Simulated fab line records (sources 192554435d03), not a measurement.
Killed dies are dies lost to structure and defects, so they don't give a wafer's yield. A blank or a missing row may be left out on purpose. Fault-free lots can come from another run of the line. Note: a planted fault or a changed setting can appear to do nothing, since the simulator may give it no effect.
Matching of chambers / flow n5Finfet / N5_BEOL_M0_SAQP_PECVD_00 on pecvd-02 has 3 sister chambers
The step deposits SiCN from 3MS/NH3, target thk 8 nm, time 14 s. 16 wafers are shown with their chamber, then 8 later ones without.

EACH WAFER AND ITS CHAMBER
wafer=L076.2; chamber=0; rfFwdPowerW (W)=199.2; throttleValvePct (%)=9.6; showerheadPlenumPTorr (Torr)=3.666
wafer=L076.3; chamber=2; rfFwdPowerW (W)=196.5; throttleValvePct (%)=9.0; showerheadPlenumPTorr (Torr)=3.649
wafer=L076.5; chamber=0; rfFwdPowerW (W)=199.5; throttleValvePct (%)=9.4; showerheadPlenumPTorr (Torr)=3.658
wafer=L077.4; chamber=0; rfFwdPowerW (W)=198.8; throttleValvePct (%)=9.8; showerheadPlenumPTorr (Torr)=3.676
wafer=L077.5; chamber=2; rfFwdPowerW (W)=196.5; throttleValvePct (%)=8.8; showerheadPlenumPTorr (Torr)=3.647
wafer=L077.6; chamber=1; rfFwdPowerW (W)=199.4; throttleValvePct (%)=9.5; showerheadPlenumPTorr (Torr)=3.663
wafer=L082.1; chamber=1; rfFwdPowerW (W)=199.4; throttleValvePct (%)=9.3; showerheadPlenumPTorr (Torr)=3.662
wafer=L082.3; chamber=0; rfFwdPowerW (W)=199.1; throttleValvePct (%)=9.7; showerheadPlenumPTorr (Torr)=3.678
wafer=L082.4; chamber=2; rfFwdPowerW (W)=197.0; throttleValvePct (%)=8.9; showerheadPlenumPTorr (Torr)=3.649
wafer=L083.1; chamber=0; rfFwdPowerW (W)=201.2; throttleValvePct (%)=9.5; showerheadPlenumPTorr (Torr)=3.667
wafer=L083.2; chamber=1; rfFwdPowerW (W)=199.2; throttleValvePct (%)=9.6; showerheadPlenumPTorr (Torr)=3.663
wafer=L083.4; chamber=0; rfFwdPowerW (W)=200.6; throttleValvePct (%)=9.6; showerheadPlenumPTorr (Torr)=3.663
wafer=L091.1; chamber=1; rfFwdPowerW (W)=199.1; throttleValvePct (%)=9.3; showerheadPlenumPTorr (Torr)=3.660
wafer=L091.2; chamber=2; rfFwdPowerW (W)=196.8; throttleValvePct (%)=8.9; showerheadPlenumPTorr (Torr)=3.660
wafer=L091.6; chamber=2; rfFwdPowerW (W)=197.4; throttleValvePct (%)=8.9; showerheadPlenumPTorr (Torr)=3.646
wafer=L094.2; chamber=0; rfFwdPowerW (W)=200.0; throttleValvePct (%)=9.6; showerheadPlenumPTorr (Torr)=3.669

SIGNATURES, as means of the wafers listed above
reading=rfFwdPowerW; chamber 0=199.771; chamber 1=199.275; chamber 2=196.840; scatter within a chamber=0.633
reading=throttleValvePct; chamber 0=9.600; chamber 1=9.425; chamber 2=8.900; scatter within a chamber=0.12
reading=showerheadPlenumPTorr; chamber 0=3.66814; chamber 1=3.66200; chamber 2=3.65020; scatter within a chamber=0.00574
Rule: for each reading, subtract the chamber's mean from the wafer's reading, divide by that reading's scatter and square the result; add these up over the readings and take the root, which gives the wafer's distance from the chamber. The wafer belongs to the nearest chamber; if the next one is less than 2 further off, it can't be placed. The scatter is the square root of a quotient: the sum, over the shown wafers, of each reading's squared deviation from its chamber's mean, divided by wafers minus chambers.

WAFERS WITHOUT THEIR CHAMBER
wafer=L094.3; rfFwdPowerW (W)=197.4; throttleValvePct (%)=9.1; showerheadPlenumPTorr (Torr)=3.653
wafer=L094.5; rfFwdPowerW (W)=198.5; throttleValvePct (%)=9.7; showerheadPlenumPTorr (Torr)=3.659
wafer=L096.4; rfFwdPowerW (W)=197.3; throttleValvePct (%)=9.1; showerheadPlenumPTorr (Torr)=3.665
wafer=L096.5; rfFwdPowerW (W)=199.3; throttleValvePct (%)=9.2; showerheadPlenumPTorr (Torr)=3.666
wafer=L096.6; rfFwdPowerW (W)=200.9; throttleValvePct (%)=9.5; showerheadPlenumPTorr (Torr)=3.667
wafer=L097.1; rfFwdPowerW (W)=196.2; throttleValvePct (%)=8.9; showerheadPlenumPTorr (Torr)=3.640
wafer=L097.4; rfFwdPowerW (W)=198.4; throttleValvePct (%)=9.3; showerheadPlenumPTorr (Torr)=3.668
wafer=L097.5; rfFwdPowerW (W)=199.8; throttleValvePct (%)=9.7; showerheadPlenumPTorr (Torr)=3.678

WHICH CHAMBER EACH ONE RAN IN
wafer=L094.3; from the rows above=2; in truth=2
wafer=L094.5; from the rows above=can't be placed: 1 or 0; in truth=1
wafer=L096.4; from the rows above=can't be placed: 2 or 1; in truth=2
wafer=L096.5; from the rows above=can't be placed: 1 or 0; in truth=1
wafer=L096.6; from the rows above=can't be placed: 0 or 1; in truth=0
wafer=L097.1; from the rows above=2; in truth=2
wafer=L097.4; from the rows above=can't be placed: 1 or 0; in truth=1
wafer=L097.5; from the rows above=can't be placed: 0 or 1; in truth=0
Correct placement for 2 of the 8. Cannot be placed on the basis of these rows: 6; the candidates contain the true chamber in 6. 0 placed wrongly.
